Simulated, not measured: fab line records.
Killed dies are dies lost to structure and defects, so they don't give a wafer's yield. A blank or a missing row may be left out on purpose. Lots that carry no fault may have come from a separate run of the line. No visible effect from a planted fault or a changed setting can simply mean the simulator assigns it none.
Comparing a struck lot with a sound one + flow nand-harc + 16 out of 1302 route steps
Sound: these wafers, L217.3, L217.4, L217.5. Wafers struck: L222.1, L222.2, L222.5. At the end, the cause is stated.
Each step with rows lists, per side, the tool, then ch with its chambers, then its first start. Under that, the readings that differ: sound wafers + struck wafers + difference of the means + sigmas: that difference in standard deviations of wafers without a fault.
alike: readings whose means differ by less than 2 such deviations, and words and numbers that are the same on both sides. not compared: withheld readings, readings that some wafer has no value for, bounds like >300 that may hide the same value, and numbers for which the record gives no deviation and whose values overlap.
The two part at a step that has a row with sigmas, a row that says differs or no value, or rows on one side only. Numbers that have no deviation but don't overlap get no sigmas and don't part them. A reading that every wafer of one side lacks parts them only if that side has two wafers or more.

NHARC_A_ONON_D2_THK_MEAS_02: measures by ellipsometry.
  struck on film-metro-01, day 16 02:20; sound on film-metro-02, day 14 00:52
  alike: thk-nm
following that, 1 step holds no rows for these wafers, namely NHARC_A_ONON_D2_DEP_03 (target thickness 1000 nm).
NHARC_A_ONON_D2_THK_MEAS_05: measures by ellipsometry.
  struck on film-metro-01, day 16 02:55; sound on film-metro-02, day 14 01:25
  alike: thk-nm
following that, 1 step holds no rows for these wafers, namely NHARC_A_ONON_D2_DEP_06 (target thickness 1000 nm).
NHARC_A_ONON_D2_THK_MEAS_08: measures by ellipsometry.
  struck on film-metro-02, day 16 03:28; sound on film-metro-01, day 14 02:01
  alike: thk-nm
following that, 1 step holds no rows for these wafers, namely NHARC_A_ONON_D2_DEP_09 (target thickness 1000 nm).
NHARC_A_ONON_D2_THK_MEAS_11: measures by ellipsometry.
  struck on film-metro-01, day 16 04:02; sound on film-metro-02, day 14 02:35
  alike: thk-nm
following that, 1 step holds no rows for these wafers, namely NHARC_A_ONON_D2_DEP_12 (target thickness 1000 nm).
NHARC_A_ONON_D2_THK_MEAS_14: measures by ellipsometry.
  struck on film-metro-01, day 16 04:36; sound on film-metro-02, day 14 03:10
  alike: thk-nm
then, 2 steps without rows for these wafers: NHARC_A_ONON_D2_ANNEAL_15 (time 3600 s); NHARC_A_ONON_D2_DEP_16 (target thk 1000 nm).
NHARC_A_ONON_D2_THK_MEAS_18: measures by ellipsometry.
  struck on film-metro-01, day 16 17:33; sound on film-metro-02, day 14 12:17
  alike: thk-nm
NHARC_A_ONON_D2_DEP_19: target thk 1000 nm.
  sound on pecvd-onon-04 ch 0, day 14 12:28; struck on pecvd-onon-03 ch 0, day 16 17:37
NHARC_A_ONON_D2_THK_MEAS_21: measures by ellipsometry.
  struck on film-metro-01, day 16 18:08; sound on film-metro-01, day 14 12:52
| reading     | sound       | struck         | difference | sigmas |
|-------------|-------------|----------------|------------|--------|
| thk-nm (nm) | 985 984 983 | 1664 1662 1663 | +679       | +57    |
following that, 1 step holds no rows for these wafers, namely NHARC_A_ONON_D2_DEP_22 (target thickness 1000 nm).
-- break in the record here, with 11 days between the starts of the struck wafers on either side (left off in module A_ONON_D2, picked up again in module END, where the first step shown is number 1302 on the route) --
NHARC_END_SORT_01:
  at this point the record logs the struck wafers (prober-01 ch 0, day 28 05:01) and has no rows for the sound ones

WHERE THEY PART
Last at NHARC_END_SORT_01 as far as this record goes, first at NHARC_A_ONON_D2_THK_MEAS_21.

WHY: whatever the simulator had introduced
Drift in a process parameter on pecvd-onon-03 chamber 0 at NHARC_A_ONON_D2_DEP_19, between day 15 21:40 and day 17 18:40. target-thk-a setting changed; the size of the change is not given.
